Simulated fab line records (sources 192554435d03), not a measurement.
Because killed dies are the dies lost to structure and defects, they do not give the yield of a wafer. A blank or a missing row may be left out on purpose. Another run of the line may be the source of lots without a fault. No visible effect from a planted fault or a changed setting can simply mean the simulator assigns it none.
fab line records    flow n5-finfet
record lots=5  wafers=15  last-day=16
route steps=1938 shown FIN_CUT@155 BEOL_M4@1111
lots with no fault: from the same line, run without faults
start-h: hours from the record's opening day to when the first of the lot's shown wafers began    wait-h: hours elapsed since this lot's preceding step    " unchanged from the row above    L1.1+2: a row that stands for several wafers    - no value, or no start given    * or withheld: withheld    < > ~ a bound
route shown NAME@n: names a module that has steps shown in the file, with the first one's number in the route    usual: mean and standard deviation over wafers with no fault    same: alike in all rows    chamber/n: place in a boat    sites: per-site readings    _std_site: standard deviation across them    _edge_site: mean of outer sites minus mean of inner sites    radius-mm: how far each site lies from the wafer's centre    mask NAME#n: copy n    behind: tool/chamber where the wafer was last shaped    hold: the reason the lot was held/the length of the hold in hours/how it ended    device: transistor that didn't switch, given as n, p or np    end of line: tests of these same wafers at the route's end    step lacking rows: just its recipe    killed: dies that structure and defects cost at the first sort, which is not the same as the wafer's yield    map: dies across one wafer; x = killed, . = not, _ = none there
set.NAME: setting as actually run; set.NAME@STEP: the setting as run at that earlier step    model.NAME: the simulator's own value behind a step, which no gauge read
certain route steps with their lots: each step a table, each wafer a row
services: when a tool's chamber went out of use (start-h, in hours from the record's first day, below 0 if earlier), for how many hours, and the reason
## steps
# step N5_FIN_CUT_COAT_19
# recipe resist=SiARC  temp-c=220  time-s=60  spin-rpm=1500  resist-thk-nm=20
# step N5_FIN_CUT_COAT_29
# recipe resist=underlayer  temp-c=205  time-s=60  spin-rpm=1500  resist-thk-nm=10
# step N5_FIN_CUT_COAT_02
# recipe resist=CAR-EUV  spin-rpm=1500  resist-thk-nm=30
# step N5_FIN_CUT_EBR_04
# recipe solvent=PGMEA  ebr-width-mm=1.5
# step N5_FIN_CUT_SOFTBAKE_03
# recipe temp-c=110  time-s=60  resist=CAR-EUV
# step N5_FIN_CUT_EXPOSE_05
# recipe mask-id=FIN_CUT  na=0.33  source-shape=annular  sigma-inner=0.35  sigma-outer=0.8  polarization=unpolarized  dose-mj=45.75
# step N5_FIN_CUT_PEB_06
# recipe peb-temp-c=100  peb-time-s=60  resist=CAR-EUV
# step N5_FIN_CUT_DEVELOP_07
# recipe develop-time-s=30  developer=TMAH  resist=CAR-EUV  rinse-liquid=surfactant-rinse  dry=air-spin  dev-temp-c=23
# step N5_FIN_CUT_CD_MEAS_08
# recipe target-cd-nm=29.1  landing-energy-ev=500  detector=se-inlens  polarity=opening
# usual cd-nm=29.11/0.23
lot.wafer  tool       chamber  start-h  wait-h  cd-nm
L297.1     cd-sem-01  0        44.65    -       29.25
L297.3     "          0        "        "       29.24
L297.4     "          0        "        "       29.16
L304.1     cd-sem-03  0        87.41    -       28.98
L304.3     "          0        "        "       29.06
L304.5     "          0        "        "       28.90
L306.1     cd-sem-02  0        97.80    -       29.10
L306.3     "          0        "        "       28.80
L306.4     "          0        "        "       29.11
L307.1     cd-sem-02  0        107.14   -       29.13
L307.4     "          0        "        "       29.52
L307.5     "          0        "        "       29.40
L310.2     cd-sem-03  0        122.60   -       28.92
L310.4     "          0        "        "       29.37
L310.6     "          0        "        "       28.58
# step N5_FIN_CUT_OVL_MEAS_09
# recipe points-per-wafer=522
# usual FIN_CUT_OVL=0.3/0.7
lot.wafer  tool        chamber  start-h  wait-h  FIN_CUT_OVL[nm]
L297.1     overlay-02  0        44.68    0.0     -0.2
L297.3     "           0        "        "       0.0
L297.4     "           0        "        "       0.4
L304.1     overlay-02  0        87.44    0.0     0.0
L304.3     "           0        "        "       1.7
L304.5     "           0        "        "       0.5
L306.1     overlay-01  0        97.83    0.0     -0.2
L306.3     "           0        "        "       -0.2
L306.4     "           0        "        "       0.5
L307.1     overlay-02  0        107.17   0.0     0.2
L307.4     "           0        "        "       0.7
L307.5     "           0        "        "       -0.3
L310.2     overlay-02  0        122.64   0.0     0.8
L310.4     "           0        "        "       1.1
L310.6     "           0        "        "       1.3
# step N5_FIN_CUT_INSPECT_10
# recipe mode=adi  inspect-instrument=brightfield
# usual raw-defect-count=43/12
lot.wafer  tool               chamber  start-h  wait-h  raw-defect-count
L297.1     defect-inspect-01  -        44.74    0.1     29
L297.3     "                  -        "        "       30
L297.4     "                  -        "        "       46
L304.1     defect-inspect-02  -        87.50    0.1     51
L304.3     "                  -        "        "       35
L304.5     "                  -        "        "       30
L306.1     defect-inspect-02  -        97.88    0.1     48
L306.3     "                  -        "        "       50
L306.4     "                  -        "        "       41
L307.1     defect-inspect-01  -        107.23   0.1     58
L307.4     "                  -        "        "       33
L307.5     "                  -        "        "       46
L310.2     defect-inspect-01  -        122.69   0.0     28
L310.4     "                  -        "        "       30
L310.6     "                  -        "        "       29
# step N5_FIN_CUT_DESCUM_13
# recipe chemistry=O2  time-s=7  source-power-w=50  bias-power-w=20  pressure-mtorr=20  rf-frequency-hz=2.712e+07  temp-c=40  resist=CAR-EUV  o2-flow-sccm=225
# usual drypump-motor-current-A=6.0/0.42  oes-product-au=0.77/0.087  rf-vpp-V=242.9/1.3  showerhead-plenum-p-Torr=2.08/0.07  throttle-valve-pct=20.40/0.24
lot.wafer  tool         chamber  start-h  wait-h  drypump-motor-current-A  oes-product-au  rf-hours-counter-h  rf-vpp-V  showerhead-plenum-p-Torr  throttle-valve-pct
L297.1     rie-diel-02  3        44.78    0.0     5.8                      0.77            140                 242.5     2.00                      20.04
L297.3     "            0        "        "       6.6                      0.99            9                   244.0     2.16                      20.05
L297.4     "            0        "        "       6.7                      0.99            -                   245.0     2.16                      20.05
L304.1     rie-diel-02  2        87.53    0.0     5.7                      0.67            216                 240.6     1.96                      20.64
L304.3     "            1        "        "       5.7                      0.78            128                 242.2     2.03                      20.91
L304.5     "            0        "        "       6.7                      0.94            -                   243.8     2.16                      20.07
L306.1     rie-diel-02  0        97.92    0.0     6.7                      0.94            25                  244.1     2.15                      20.07
L306.3     "            3        "        "       5.8                      0.75            158                 240.8     1.99                      20.06
L306.4     "            1        "        "       5.7                      0.77            131                 240.1     2.03                      20.89
L307.1     rie-diel-01  1        107.46   0.2     6.1                      0.96            6                   240.6     2.07                      20.53
L307.4     "            0        "        "       6.2                      0.70            239                 244.4     2.11                      20.30
L307.5     "            2        "        "       6.0                      0.73            -                   246.0     2.17                      20.51
L310.2     rie-diel-01  1        122.73   0.0     6.0                      0.95            10                  243.4     2.06                      20.52
L310.4     "            3        "        "       5.9                      0.72            183                 242.7     2.06                      20.31
L310.6     "            1        "        "       6.1                      0.95            -                   242.2     2.06                      20.54
# step N5_FIN_CUT_ETCH_30
# recipe chemistry=N2/H2  target=underlayer  target-depth-a=130  mask-material=CAR-EUV  time-s=10.4  ion-energy-ev=200  pressure-mtorr=30  source-w=840  bias-w=150  n2-flow-sccm=200  h2-flow-sccm=200  ends=cleared
# usual drypump-motor-current-A=6.0/0.42  etch-rf-on-time-s=10.5/0.37  oes-product-au=0.66/0.07  rf-vpp-V=523.5/2.3  showerhead-plenum-p-Torr=2.52/0.074  throttle-valve-pct=17.81/0.26
lot.wafer  tool         chamber  start-h  wait-h  drypump-motor-current-A  etch-rf-on-time-s  oes-product-au  rf-hours-counter-h  rf-vpp-V  showerhead-plenum-p-Torr  throttle-valve-pct
L297.1     rie-diel-02  3        44.81    0.0     5.8                      10.6               0.66            140                 522.3     2.45                      17.68
L297.3     "            0        "        "       6.7                      10.1               0.83            9                   526.7     2.60                      17.27
L297.4     "            0        "        "       6.7                      10.1               0.82            -                   524.8     2.60                      17.27
L304.1     rie-diel-02  2        87.57    0.0     5.7                      9.8                0.60            216                 521.6     2.41                      18.24
L304.3     "            1        "        "       5.8                      10.3               0.65            128                 520.7     2.43                      18.03
L304.5     "            0        "        "       6.6                      10.2               0.80            -                   526.3     2.60                      17.27
L306.1     rie-diel-02  0        97.95    0.0     6.7                      15.6               0.63            25                  524.4     2.59                      17.26
L306.3     "            3        "        "       5.8                      16.2               0.52            158                 521.6     2.44                      17.69
L306.4     "            1        "        "       5.8                      10.4               0.65            131                 521.8     2.43                      18.04
L307.1     rie-diel-01  1        107.50   0.0     6.1                      10.7               0.81            6                   523.0     2.50                      17.77
L307.4     "            0        "        "       6.2                      10.8               0.59            239                 525.6     2.58                      17.80
L307.5     "            2        "        "       6.1                      10.2               0.64            -                   528.4     2.64                      17.97
L310.2     rie-diel-01  1        122.77   0.0     6.1                      10.7               0.80            10                  522.9     2.49                      17.76
L310.4     "            3        "        "       5.9                      11.0               0.60            183                 523.4     2.53                      17.99
L310.6     "            1        "        "       6.1                      10.7               0.80            -                   523.1     2.49                      17.76
# step N5_FIN_CUT_ETCH_20
# recipe chemistry=CF4  target=SiARC  target-depth-a=260  mask-material=CAR-EUV  time-s=43.3  ion-energy-ev=80  pressure-mtorr=40  source-w=545  bias-w=36  Ar_flow_sccm=100  cf4-flow-sccm=100  ends=cleared
# usual drypump-motor-current-A=6.0/0.42  etch-rf-on-time-s=43.6/1.5  oes-product-au=0.66/0.07  rf-vpp-V=183.8/1.2  showerhead-plenum-p-Torr=2.13/0.061  throttle-valve-pct=15.64/0.25
lot.wafer  tool         chamber  start-h  wait-h  drypump-motor-current-A  etch-rf-on-time-s  oes-product-au  rf-hours-counter-h  rf-vpp-V  showerhead-plenum-p-Torr  throttle-valve-pct
L297.1     rie-diel-02  3        44.83    0.0     5.9                      44.6               0.66            140                 183.5     2.07                      15.41
L297.3     "            0        "        "       6.6                      41.6               0.83            9                   184.5     2.20                      15.16
L297.4     "            0        "        "       6.7                      41.6               0.83            -                   184.5     2.20                      15.16
L304.1     rie-diel-02  2        87.59    0.0     5.7                      41.6               0.60            216                 182.6     2.05                      16.06
L304.3     "            1        "        "       5.8                      43.1               0.65            128                 182.0     2.07                      15.95
L304.5     "            0        "        "       6.6                      42.6               0.79            -                   184.1     2.19                      15.18
L306.1     rie-diel-02  0        97.97    0.0     6.7                      42.6               0.79            25                  184.0     2.19                      15.20
L306.3     "            3        "        "       5.8                      44.7               0.65            158                 183.0     2.06                      15.43
L306.4     "            1        "        "       5.7                      42.9               0.66            131                 185.5     2.07                      15.96
L307.1     rie-diel-01  1        107.51   0.0     6.1                      44.8               0.81            6                   183.7     2.12                      15.58
L307.4     "            0        "        "       6.2                      45.6               0.59            239                 184.2     2.20                      15.79
L307.5     "            2        "        "       6.0                      43.0               0.63            -                   184.9     2.22                      15.74
L310.2     rie-diel-01  1        122.79   0.0     6.1                      44.8               0.81            10                  182.7     2.11                      15.59
L310.4     "            3        "        "       5.9                      45.1               0.61            183                 183.6     2.14                      15.76
L310.6     "            1        "        "       6.1                      44.7               0.81            -                   183.2     2.11                      15.59
# step N5_BEOL_M4_RC_MEAS_101
# usual DIBL_N=36.1/2  DIBL_P=36.3/2.5  IOFF_N=0.16/0.037  IOFF_P=0.21/0.039  ION_N=678/15  ION_P=465/8.7  SS_N=71.4/0.7  SS_P=73.3/0.74  VT_N=249/3.6  VT_P=-250.0/2.9
lot.wafer  tool       chamber  start-h  wait-h  DIBL_N[mV/V]  DIBL_P[mV/V]  IOFF_N[nA/um]  IOFF_P[nA/um]  ION_N[uA/um]  ION_P[uA/um]  SS_N[mV/dec]  SS_P[mV/dec]  VT_N[mV]  VT_P[mV]
L297.1     prober-02  0        181.07   0.0     37.8          37.0          0.16           0.24           687           473           71.6          73.8          250       -247.3
L297.3     "          0        "        "       35.7          32.9          0.12           0.18           654           451           71.3          72.5          254       -252.8
L297.4     "          0        "        "       33.7          31.7          0.09           0.17           640           449           70.3          72.8          256       -252.8
L304.1     prober-02  0        238.76   0.0     38.3          37.1          0.21           0.25           692           466           72.3          74.3          245       -248.0
L304.3     "          0        "        "       36.3          35.6          0.16           0.21           692           472           72.3          73.4          250       -250.9
L304.5     "          0        "        "       38.0          38.4          0.20           0.27           717           484           72.4          74.0          246       -247.1
L306.1     prober-02  0        256.28   0.0     35.6          35.2          0.17           0.19           685           467           71.0          72.9          248       -252.2
L306.3     "          0        "        "       33.7          33.8          0.13           0.18           677           465           70.9          72.3          252       -252.4
L306.4     "          0        "        "       34.7          34.0          0.14           0.19           658           453           71.0          72.8          250       -252.1
L307.1     prober-02  0        275.10   0.0     38.8          40.3          0.20           0.24           696           481           72.3          73.9          246       -247.9
L307.4     "          0        "        "       40.2          42.1          0.24           0.29           681           465           72.8          74.5          246       -248.6
L307.5     "          0        "        "       38.7          39.6          0.20           0.23           691           470           71.6          74.2          245       -248.5
L310.2     prober-02  0        284.11   0.2     37.8          39.4          0.20           0.21           685           459           71.8          73.6          243       -253.1
L310.4     "          0        "        "       35.1          36.4          0.14           0.18           683           468           71.0          73.1          250       -252.0
L310.6     "          0        "        "       32.7          32.8          0.12           0.14           663           449           70.2          72.4          252       -257.2
## services
tool         chamber  start-h  hours  kind
rie-diel-02  1        37.33    11.9   repair
rie-diel-02  -        53.57    1.2    repair
rie-diel-01  1        55.31    -      clean
rie-diel-01  1        55.31    -      consumable-replace:focus-ring
rie-diel-01  1        55.31    27.1   scheduled-down
rie-diel-01  1        55.31    27.1   vent-cycle
rie-diel-02  2        114.71   9.7    repair
## key
first-sign step=N5_FIN_CUT_ETCH_30  reading=etch-rf-on-time-s  direction=up  sigmas=15  usual=*  struck=*
effect none on later readings
met-at N5_FIN_CUT_ETCH_30
struck-wafers L306.1,L306.3
baseline-loss step=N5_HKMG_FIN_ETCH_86  wafers=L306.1
onset-between 87.57 97.95
fault kind=process-parameter-drift  tool=rie-diel-02  chamber=-  onset-h=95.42  steps=N5_FIN_CUT_ETCH_30  channel=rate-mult  offset=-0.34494  shape=step  end-h=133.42  scope=struck-wafers-only
# baseline-loss: these wafers lose ten dies or more at that step, a loss of the line's own and not of a fault; the sort's usual values leave them out
